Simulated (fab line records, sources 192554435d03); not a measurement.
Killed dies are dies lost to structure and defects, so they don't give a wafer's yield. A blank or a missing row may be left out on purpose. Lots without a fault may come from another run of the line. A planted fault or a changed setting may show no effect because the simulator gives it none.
One fault seen from 2 desks | flow n5_finfet | each desk has only its own numbers; what lay behind them comes last

THE DEFECT DESK
What the inspections along the route counted, lot by lot: means of the sampled wafers that have a number. A lot is out of limits, marked OUT, if its mean lies more than 4 standard deviations from the usual mean; the brackets give that distance.
Columns: A = raw_defect_count at N5_BEOL_M11_INSPECT_58, usual 76
lot  | first seen here | A
L597 | day 12 08:55    | 54
L596 | day 12 09:11    | 69
L598 | day 12 17:08    | 92
L600 | day 13 14:16    | 69
L603 | day 14 00:05    | 93
L612 | day 15 15:22    | 52
L614 | day 17 03:23    | 71
L616 | day 17 04:44    | 98
L618 | day 18 05:59    | 53
L617 | day 18 08:41    | 86
This desk's finding: nothing out of limits on any of the 10 lots.

THE TOOL OWNER'S DESK: litho_track-03
The tool's own readings at N5_BEOL_M12_COAT_58 (time 60 s, resist thk 89 nm): means of the sampled wafers that have a number, for each lot that ran on this tool. A lot is out of limits, marked OUT, if its mean lies more than 4 standard deviations from the usual mean; the brackets give that distance.
Columns: A = dispense_pressure_kPa at N5_BEOL_M12_COAT_58, usual 49 kPa; B = spin_speed_rpm at N5_BEOL_M12_COAT_58, usual 1500.0 rpm
lot  | first seen here | A  | B
L597 | day 12 09:07    | 48 | 1499.6
L596 | day 12 09:23    | 48 | 1501.2
L600 | day 13 14:28    | 48 | 1571.1 (+59) OUT
L603 | day 14 00:17    | 48 | 1569.5 (+58) OUT
L614 | day 17 03:35    | 48 | 1499.7
L616 | day 17 04:56    | 48 | 1499.6
L617 | day 18 08:53    | 48 | 1499.3
This desk's finding: out of limits on L600, L603; first on L600, day 13 14:28 (spin_speed_rpm at N5_BEOL_M12_COAT_58). In limits: L597, L596, L614, L616, L617.

PUT TOGETHER
The tool owner's desk could have raised an alarm at day 13 14:28, on L600, L603.
The defect desk saw nothing out of limits.
The defect desk has L600, L603 on record, within its limits.
Of the lots named, all ran N5_BEOL_M12_COAT_58 on litho_track-03.

WHAT THE SIMULATOR HAD PUT IN
Process parameter drift: litho_track-03, from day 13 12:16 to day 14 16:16, at N5_BEOL_M12_COAT_58. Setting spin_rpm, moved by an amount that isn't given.
Lots struck among those shown: L600, L603.
Hours from the fault's start to each desk's first reading out of limits: the tool owner's desk, 2.
